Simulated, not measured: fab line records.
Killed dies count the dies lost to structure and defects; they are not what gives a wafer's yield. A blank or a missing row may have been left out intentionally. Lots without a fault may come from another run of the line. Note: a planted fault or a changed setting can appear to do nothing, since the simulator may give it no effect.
Which tool is to blame? / flow n5-finfet / 9 lots, 25 wafers sampled, at 7 steps of a route of 1938

WHAT THE GAUGES READ, wafer by wafer
N5_MOL_CONTACT_COAG_CD_MEAS_84: the cd target is 25.1 nm. Usual: 25.17 nm for cd-nm, sd 0.24.
lot=L341; measured=day 5 16:28; on=cd-sem-02; cd-nm (nm)=25.22 25.41 25.28; flag=
lot=L342; measured=day 6 06:57; on=cd-sem-02; cd-nm (nm)=25.11 25.00 25.19; flag=
lot=L343; measured=day 6 11:46; on=cd-sem-01; cd-nm (nm)=24.97 25.28 25.34; flag=
lot=L344; measured=day 6 19:13; on=cd-sem-03; cd-nm (nm)=24.79 25.28; flag=
lot=L346; measured=day 7 04:36; on=cd-sem-01; cd-nm (nm)=25.38 25.27 25.05; flag=
lot=L355; measured=day 9 13:33; on=cd-sem-02; cd-nm (nm)=25.45 25.41 8.98; flag=OFF
lot=L357; measured=day 9 23:06; on=cd-sem-03; cd-nm (nm)=24.49 25.20 25.19; flag=
lot=L358; measured=day 10 03:24; on=cd-sem-01; cd-nm (nm)=25.31 25.37; flag=
lot=L361; measured=day 10 20:05; on=cd-sem-01; cd-nm (nm)=25.12 25.23 25.36; flag=

N5_MOL_CONTACT_COAG_CD_MEAS_137: the cd target is 16 nm. Usual: 16.2 nm for cd-nm, sd 0.36.
lot=L341; measured=day 5 19:30; on=cd-sem-01; cd-nm (nm)=16.4 15.6 15.8; flag=
lot=L342; measured=day 6 07:59; on=cd-sem-03; cd-nm (nm)=16.1 15.7 16.5; flag=
lot=L343; measured=day 6 12:50; on=cd-sem-01; cd-nm (nm)=15.9 16.3 15.7; flag=
lot=L344; measured=day 6 20:29; on=cd-sem-03; cd-nm (nm)=16.2 15.6; flag=
lot=L346; measured=day 7 05:31; on=cd-sem-03; cd-nm (nm)=16.4 16.4 16.0; flag=
lot=L355; measured=day 9 14:38; on=cd-sem-03; cd-nm (nm)=16.1 17.1 0; flag=OFF
lot=L357; measured=day 10 00:18; on=cd-sem-01; cd-nm (nm)=16.6 15.5 16.2; flag=
lot=L358; measured=day 10 04:44; on=cd-sem-03; cd-nm (nm)=16.9 16.3; flag=
lot=L361; measured=day 10 21:28; on=cd-sem-02; cd-nm (nm)=16.5 16.6 15.6; flag=

N5_BEOL_M4_RC_MEAS_101. Usual: DIBL_N 36.2 mV/V, standard deviation 2.4; DIBL_P 36.2 mV/V, standard deviation 2.6; IOFF_N 0.16 nA/um, standard deviation 0.045; IOFF_P 0.21 nA/um, standard deviation 0.046; ION_N 674 uA/um, standard deviation 17; ION_P 463 uA/um, standard deviation 11; SS_N 71.5 mV/dec, standard deviation 0.77; SS_P 73.1 mV/dec, standard deviation 0.76; VT_N 250 mV, standard deviation 3.9; VT_P -250 mV, standard deviation 3.9.
lot=L341; measured=day 8 10:56; on=prober-01; DIBL_N (mV/V)=36.5 37.6 35.0; DIBL_P (mV/V)=38.4 38.5 35.3; IOFF_N (nA/um)=0.18 0.20 0.13; IOFF_P (nA/um)=0.25 0.26 0.19; ION_N (uA/um)=678 701 649; ION_P (uA/um)=464 476 453; SS_N (mV/dec)=71.1 71.8 70.9; SS_P (mV/dec)=73.2 73.6 72.6; VT_N (mV)=247 245 255; VT_P (mV)=-246 -246 -250; flag=
lot=L342; measured=day 8 17:58; on=prober-01; DIBL_N (mV/V)=37.8 38.2 36.8; DIBL_P (mV/V)=36.7 37.9 35.4; IOFF_N (nA/um)=0.15 0.16 0.12; IOFF_P (nA/um)=0.17 0.20 0.16; ION_N (uA/um)=669 678 644; ION_P (uA/um)=445 464 438; SS_N (mV/dec)=72.4 71.1 72.1; SS_P (mV/dec)=73.7 74.5 73.0; VT_N (mV)=253 250 257; VT_P (mV)=-258 -256 -257; flag=
lot=L343; measured=day 8 20:34; on=prober-01; DIBL_N (mV/V)=35.7 33.3 34.0; DIBL_P (mV/V)=35.2 34.2 35.0; IOFF_N (nA/um)=0.16 0.12 0.12; IOFF_P (nA/um)=0.19 0.17 0.19; ION_N (uA/um)=665 652 651; ION_P (uA/um)=452 453 457; SS_N (mV/dec)=71.9 70.8 70.7; SS_P (mV/dec)=72.6 72.6 72.9; VT_N (mV)=251 254 256; VT_P (mV)=-254 -253 -251; flag=
lot=L344; measured=day 10 22:53; on=prober-02; DIBL_N (mV/V)=36.6 36.7; DIBL_P (mV/V)=37.4 37.1; IOFF_N (nA/um)=0.16 0.17; IOFF_P (nA/um)=0.21 0.20; ION_N (uA/um)=689 683; ION_P (uA/um)=469 461; SS_N (mV/dec)=71.8 71.7; SS_P (mV/dec)=73.1 73.0; VT_N (mV)=249 249; VT_P (mV)=-250 -253; flag=
lot=L346; measured=day 11 00:43; on=prober-02; DIBL_N (mV/V)=37.0 35.3 33.9; DIBL_P (mV/V)=38.8 36.0 35.8; IOFF_N (nA/um)=0.17 0.12 0.12; IOFF_P (nA/um)=0.20 0.16 0.17; ION_N (uA/um)=672 641 678; ION_P (uA/um)=458 444 461; SS_N (mV/dec)=71.5 71.7 70.7; SS_P (mV/dec)=72.0 72.7 72.2; VT_N (mV)=248 255 252; VT_P (mV)=-249 -256 -253; flag=
lot=L355; measured=day 12 12:38; on=prober-02; DIBL_N (mV/V)=37.7 38.0; DIBL_P (mV/V)=38.1 37.1; IOFF_N (nA/um)=0.20 0.19; IOFF_P (nA/um)=0.25 0.23; ION_N (uA/um)=704 680; ION_P (uA/um)=477 468; SS_N (mV/dec)=71.0 71.1; SS_P (mV/dec)=74.4 73.9; VT_N (mV)=247 249; VT_P (mV)=-249 -250; flag=
lot=L357; measured=day 13 04:14; on=prober-01; DIBL_N (mV/V)=34.2 37.1 35.1; DIBL_P (mV/V)=33.9 35.9 34.9; IOFF_N (nA/um)=0.14 0.18 0.14; IOFF_P (nA/um)=0.18 0.22 0.21; ION_N (uA/um)=684 680 660; ION_P (uA/um)=469 471 455; SS_N (mV/dec)=70.8 71.7 72.4; SS_P (mV/dec)=72.9 73.4 72.9; VT_N (mV)=252 252 251; VT_P (mV)=-252 -249 -246; flag=
lot=L358; measured=day 13 06:20; on=prober-02; DIBL_N (mV/V)=37.1 35.6; DIBL_P (mV/V)=36.7 35.6; IOFF_N (nA/um)=0.18 0.15; IOFF_P (nA/um)=0.21 0.20; ION_N (uA/um)=680 657; ION_P (uA/um)=467 448; SS_N (mV/dec)=72.7 71.6; SS_P (mV/dec)=73.1 73.5; VT_N (mV)=248 252; VT_P (mV)=-250 -252; flag=
lot=L361; measured=day 14 07:34; on=prober-01; DIBL_N (mV/V)=33.8 38.3 32.8; DIBL_P (mV/V)=34.0 38.9 33.3; IOFF_N (nA/um)=0.13 0.21 0.12; IOFF_P (nA/um)=0.21 0.28 0.19; ION_N (uA/um)=661 687 688; ION_P (uA/um)=458 475 477; SS_N (mV/dec)=71.6 71.9 72.0; SS_P (mV/dec)=72.5 73.3 71.6; VT_N (mV)=253 247 253; VT_P (mV)=-248 -245 -250; flag=

TOOL THAT RAN EACH LOT (tool first, then ch and the chambers of the sampled wafers, then the start)
lot=L341; N5_MOL_CONTACT_COAG_PRE_CLEAN_142=pvd-sputter-01, day 5 12:31; N5_MOL_CONTACT_COAG_EXPOSE_81=euv-scanner-01 ch 0, day 5 16:20; N5_MOL_CONTACT_COAG_ETCH_89=rie-diel-03 ch 0,2,3, day 5 18:32; N5_MOL_CONTACT_COAG_ETCH_91=rie-diel-03 ch 0,2,3, day 5 19:02
lot=L342; N5_MOL_CONTACT_COAG_PRE_CLEAN_142=pvd-sputter-02, day 6 03:01; N5_MOL_CONTACT_COAG_EXPOSE_81=euv-scanner-02 ch 0, day 6 06:49; N5_MOL_CONTACT_COAG_ETCH_89=rie-diel-05 ch 1,3, day 6 07:07; N5_MOL_CONTACT_COAG_ETCH_91=rie-diel-04 ch 1,2, day 6 07:29
lot=L343; N5_MOL_CONTACT_COAG_PRE_CLEAN_142=pvd-sputter-02, day 6 07:54; N5_MOL_CONTACT_COAG_EXPOSE_81=euv-scanner-02 ch 0, day 6 11:38; N5_MOL_CONTACT_COAG_ETCH_89=rie-diel-04 ch 0,1,3, day 6 11:55; N5_MOL_CONTACT_COAG_ETCH_91=rie-diel-03 ch 1,3, day 6 12:22
lot=L344; N5_MOL_CONTACT_COAG_PRE_CLEAN_142=pvd-sputter-01, day 6 14:16; N5_MOL_CONTACT_COAG_EXPOSE_81=euv-scanner-01 ch 0, day 6 19:05; N5_MOL_CONTACT_COAG_ETCH_89=rie-diel-05 ch 1,2, day 6 19:37; N5_MOL_CONTACT_COAG_ETCH_91=rie-diel-05 ch 0,3, day 6 20:01
lot=L346; N5_MOL_CONTACT_COAG_PRE_CLEAN_142=pvd-sputter-01, day 7 00:32; N5_MOL_CONTACT_COAG_EXPOSE_81=euv-scanner-01 ch 0, day 7 04:27; N5_MOL_CONTACT_COAG_ETCH_89=rie-diel-05 ch 2,3, day 7 04:45; N5_MOL_CONTACT_COAG_ETCH_91=rie-diel-03 ch 1,2, day 7 05:04
lot=L355; N5_MOL_CONTACT_COAG_PRE_CLEAN_142=pvd-sputter-01, day 9 06:52; N5_MOL_CONTACT_COAG_EXPOSE_81=euv-scanner-01 ch 0, day 9 13:24; N5_MOL_CONTACT_COAG_ETCH_89=rie-diel-05 ch 1,2,3, day 9 13:42; N5_MOL_CONTACT_COAG_ETCH_91=rie-diel-03 ch 0,2,3, day 9 14:10
lot=L357; N5_MOL_CONTACT_COAG_PRE_CLEAN_142=pvd-sputter-01, day 9 18:56; N5_MOL_CONTACT_COAG_EXPOSE_81=euv-scanner-02 ch 0, day 9 22:58; N5_MOL_CONTACT_COAG_ETCH_89=rie-diel-04 ch 0,1,3, day 9 23:20; N5_MOL_CONTACT_COAG_ETCH_91=rie-diel-04 ch 0,1,2, day 9 23:50
lot=L358; N5_MOL_CONTACT_COAG_PRE_CLEAN_142=pvd-sputter-03, day 9 23:26; N5_MOL_CONTACT_COAG_EXPOSE_81=euv-scanner-02 ch 0, day 10 03:16; N5_MOL_CONTACT_COAG_ETCH_89=rie-diel-05 ch 2,3, day 10 03:34; N5_MOL_CONTACT_COAG_ETCH_91=rie-diel-04 ch 0,3, day 10 04:16
lot=L361; N5_MOL_CONTACT_COAG_PRE_CLEAN_142=pvd-sputter-01, day 10 15:11; N5_MOL_CONTACT_COAG_EXPOSE_81=euv-scanner-02 ch 0, day 10 19:56; N5_MOL_CONTACT_COAG_ETCH_89=rie-diel-05 ch 2,3, day 10 20:27; N5_MOL_CONTACT_COAG_ETCH_91=rie-diel-05 ch 1,3, day 10 21:01
- N5_MOL_CONTACT_COAG_PRE_CLEAN_142: time 60 s.
- N5_MOL_CONTACT_COAG_EXPOSE_81: exposes mask VG, defocus 0 nm.
- N5_MOL_CONTACT_COAG_ETCH_89: etches underlayer in N2/H2, target depth 13 nm, time 10.4 s.
- N5_MOL_CONTACT_COAG_ETCH_91: etches SOC in N2/H2, target depth 60 nm, overetch 21 nm, time 101.2 s.

AS READ BY THE TOOLS THEMSELVES (means over the sampled wafers that have a number; for cases with no such wafer, the mark the record gives instead)
N5_MOL_CONTACT_COAG_PRE_CLEAN_142. Usual: heater-power-w 483 W, standard deviation 59; susceptor-temp-C 299.98 C, standard deviation 0.19.
lot=L341; tool=pvd-sputter-01; heater-power-w (W)=496; susceptor-temp-C (C)=299.95; flag=
lot=L342; tool=pvd-sputter-02; heater-power-w (W)=600; susceptor-temp-C (C)=300.06; flag=
lot=L343; tool=pvd-sputter-02; heater-power-w (W)=412; susceptor-temp-C (C)=300.17; flag=
lot=L344; tool=pvd-sputter-01; heater-power-w (W)=465; susceptor-temp-C (C)=299.97; flag=
lot=L346; tool=pvd-sputter-01; heater-power-w (W)=493; susceptor-temp-C (C)=300.20; flag=
lot=L355; tool=pvd-sputter-01; heater-power-w (W)=494; susceptor-temp-C (C)=300.22; flag=
lot=L357; tool=pvd-sputter-01; heater-power-w (W)=480; susceptor-temp-C (C)=299.91; flag=
lot=L358; tool=pvd-sputter-03; heater-power-w (W)=504; susceptor-temp-C (C)=300.01; flag=
lot=L361; tool=pvd-sputter-01; heater-power-w (W)=492; susceptor-temp-C (C)=299.91; flag=

N5_MOL_CONTACT_COAG_ETCH_89. Usual: chamber-pressure-mTorr 30.00 mTorr, standard deviation 0.035; drypump-motor-current-A 5.8 A, standard deviation 0.32; etch-rf-on-time-s 10.3 s, standard deviation 0.45; oes-product-au 0.69 a.u., standard deviation 0.078; rf-vpp-V 524.0 V, standard deviation 2.4; showerhead-plenum-p-Torr 2.55 Torr, standard deviation 0.093; throttle-valve-pct 17.79 %, standard deviation 0.3.
lot=L341; tool=rie-diel-03; chamber-pressure-mTorr (mTorr)=30.02; drypump-motor-current-A (A)=5.7; etch-rf-on-time-s (s)=10.3; oes-product-au (a.u.)=0.69; rf-vpp-V (V)=526.8; showerhead-plenum-p-Torr (Torr)=2.65; throttle-valve-pct (%)=18.04; flag=
lot=L342; tool=rie-diel-05; chamber-pressure-mTorr (mTorr)=29.98; drypump-motor-current-A (A)=5.6; etch-rf-on-time-s (s)=9.9; oes-product-au (a.u.)=0.69; rf-vpp-V (V)=525.6; showerhead-plenum-p-Torr (Torr)=2.60; throttle-valve-pct (%)=18.04; flag=
lot=L343; tool=rie-diel-04; chamber-pressure-mTorr (mTorr)=29.98; drypump-motor-current-A (A)=5.9; etch-rf-on-time-s (s)=10.4; oes-product-au (a.u.)=0.67; rf-vpp-V (V)=521.0; showerhead-plenum-p-Torr (Torr)=2.43; throttle-valve-pct (%)=17.59; flag=
lot=L344; tool=rie-diel-05; chamber-pressure-mTorr (mTorr)=29.95; drypump-motor-current-A (A)=5.8; etch-rf-on-time-s (s)=10.2; oes-product-au (a.u.)=0.75; rf-vpp-V (V)=526.1; showerhead-plenum-p-Torr (Torr)=2.62; throttle-valve-pct (%)=17.45; flag=
lot=L346; tool=rie-diel-05; chamber-pressure-mTorr (mTorr)=30.01; drypump-motor-current-A (A)=5.9; etch-rf-on-time-s (s)=9.9; oes-product-au (a.u.)=0.72; rf-vpp-V (V)=523.7; showerhead-plenum-p-Torr (Torr)=2.55; throttle-valve-pct (%)=17.91; flag=
lot=L355; tool=rie-diel-05; chamber-pressure-mTorr (mTorr)=30.00; drypump-motor-current-A (A)=5.8; etch-rf-on-time-s (s)=9.8; oes-product-au (a.u.)=0.71; rf-vpp-V (V)=525.3; showerhead-plenum-p-Torr (Torr)=2.59; throttle-valve-pct (%)=17.75; flag=
lot=L357; tool=rie-diel-04; chamber-pressure-mTorr (mTorr)=30.00; drypump-motor-current-A (A)=5.8; etch-rf-on-time-s (s)=10.6; oes-product-au (a.u.)=0.63; rf-vpp-V (V)=520.8; showerhead-plenum-p-Torr (Torr)=2.42; throttle-valve-pct (%)=17.63; flag=
lot=L358; tool=rie-diel-05; chamber-pressure-mTorr (mTorr)=29.98; drypump-motor-current-A (A)=6.0; etch-rf-on-time-s (s)=9.7; oes-product-au (a.u.)=0.72; rf-vpp-V (V)=524.1; showerhead-plenum-p-Torr (Torr)=2.54; throttle-valve-pct (%)=17.78; flag=
lot=L361; tool=rie-diel-05; chamber-pressure-mTorr (mTorr)=29.97; drypump-motor-current-A (A)=6.0; etch-rf-on-time-s (s)=9.7; oes-product-au (a.u.)=0.69; rf-vpp-V (V)=525.1; showerhead-plenum-p-Torr (Torr)=2.54; throttle-valve-pct (%)=17.97; flag=

N5_MOL_CONTACT_COAG_ETCH_91. Usual: chamber-pressure-mTorr 30.000 mTorr, standard deviation 0.026; drypump-motor-current-A 5.8 A, standard deviation 0.31; oes-product-au 0.69 a.u., standard deviation 0.071; rf-vpp-V 524.0 V, standard deviation 2.4; showerhead-plenum-p-Torr 2.55 Torr, standard deviation 0.096; throttle-valve-pct 17.78 %, standard deviation 0.26.
lot=L341; tool=rie-diel-03; chamber-pressure-mTorr (mTorr)=30.001; drypump-motor-current-A (A)=5.7; oes-product-au (a.u.)=0.67; rf-vpp-V (V)=525.9; showerhead-plenum-p-Torr (Torr)=2.65; throttle-valve-pct (%)=18.01; flag=
lot=L342; tool=rie-diel-04; chamber-pressure-mTorr (mTorr)=29.989; drypump-motor-current-A (A)=5.9; oes-product-au (a.u.)=0.67; rf-vpp-V (V)=521.4; showerhead-plenum-p-Torr (Torr)=2.44; throttle-valve-pct (%)=17.50; flag=
lot=L343; tool=rie-diel-03; chamber-pressure-mTorr (mTorr)=29.996; drypump-motor-current-A (A)=5.7; oes-product-au (a.u.)=0.78; rf-vpp-V (V)=523.0; showerhead-plenum-p-Torr (Torr)=2.53; throttle-valve-pct (%)=17.82; flag=
lot=L344; tool=rie-diel-05; chamber-pressure-mTorr (mTorr)=30.012; drypump-motor-current-A (A)=5.7; oes-product-au (a.u.)=0.62; rf-vpp-V (V)=522.6; showerhead-plenum-p-Torr (Torr)=2.54; throttle-valve-pct (%)=17.96; flag=
lot=L346; tool=rie-diel-03; chamber-pressure-mTorr (mTorr)=30.008; drypump-motor-current-A (A)=6.1; oes-product-au (a.u.)=0.74; rf-vpp-V (V)=526.5; showerhead-plenum-p-Torr (Torr)=2.62; throttle-valve-pct (%)=18.03; flag=
lot=L355; tool=rie-diel-03; chamber-pressure-mTorr (mTorr)=30.012; drypump-motor-current-A (A)=5.7; oes-product-au (a.u.)=0.71; rf-vpp-V (V)=526.2; showerhead-plenum-p-Torr (Torr)=2.63; throttle-valve-pct (%)=17.92; flag=
lot=L357; tool=rie-diel-04; chamber-pressure-mTorr (mTorr)=29.980; drypump-motor-current-A (A)=5.7; oes-product-au (a.u.)=0.63; rf-vpp-V (V)=521.3; showerhead-plenum-p-Torr (Torr)=2.43; throttle-valve-pct (%)=17.64; flag=
lot=L358; tool=rie-diel-04; chamber-pressure-mTorr (mTorr)=30.016; drypump-motor-current-A (A)=5.8; oes-product-au (a.u.)=0.65; rf-vpp-V (V)=521.4; showerhead-plenum-p-Torr (Torr)=2.42; throttle-valve-pct (%)=17.69; flag=
lot=L361; tool=rie-diel-05; chamber-pressure-mTorr (mTorr)=29.991; drypump-motor-current-A (A)=5.6; oes-product-au (a.u.)=0.63; rf-vpp-V (V)=525.2; showerhead-plenum-p-Torr (Torr)=2.59; throttle-valve-pct (%)=18.07; flag=

THE ANSWER, worked out from the rows above alone
Rule: lot off if the mean of its wafers having a number is beyond 3 standard deviations from the usual mean. A lot without any number at a reading at which 4 lots or more have one is off too. Where the step has rows for the other lots, those lots are counted as sound. Order of review: gauges by route order, followed by the tools' own readings, for which a lot's mean as printed above is used. At the first step where some lot is off, the reading lying furthest off is the one used; lots without a number count as furthest.
Off, at N5_MOL_CONTACT_COAG_CD_MEAS_84 on cd-nm: L355.
If a tool, at a process step before that reading, ran all the lots that are off and no sound lot after the first of them, it fits. The gauges at N5_MOL_CONTACT_COAG_CD_MEAS_84 aren't tried: what is off there is off at N5_MOL_CONTACT_COAG_CD_MEAS_137 too, on other tools, and a gauge's error can't cause that. One candidate fits, namely euv-scanner-01 at N5_MOL_CONTACT_COAG_EXPOSE_81. Its last sound lot is L346 (day 7 04:27), its first lot that is off L355 (day 9 13:24): a fault that began between those two fits.

WHAT THE SIMULATOR HAD INSERTED
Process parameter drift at N5_MOL_CONTACT_COAG_EXPOSE_81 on euv-scanner-01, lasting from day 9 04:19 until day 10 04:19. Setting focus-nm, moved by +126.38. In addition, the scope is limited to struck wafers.
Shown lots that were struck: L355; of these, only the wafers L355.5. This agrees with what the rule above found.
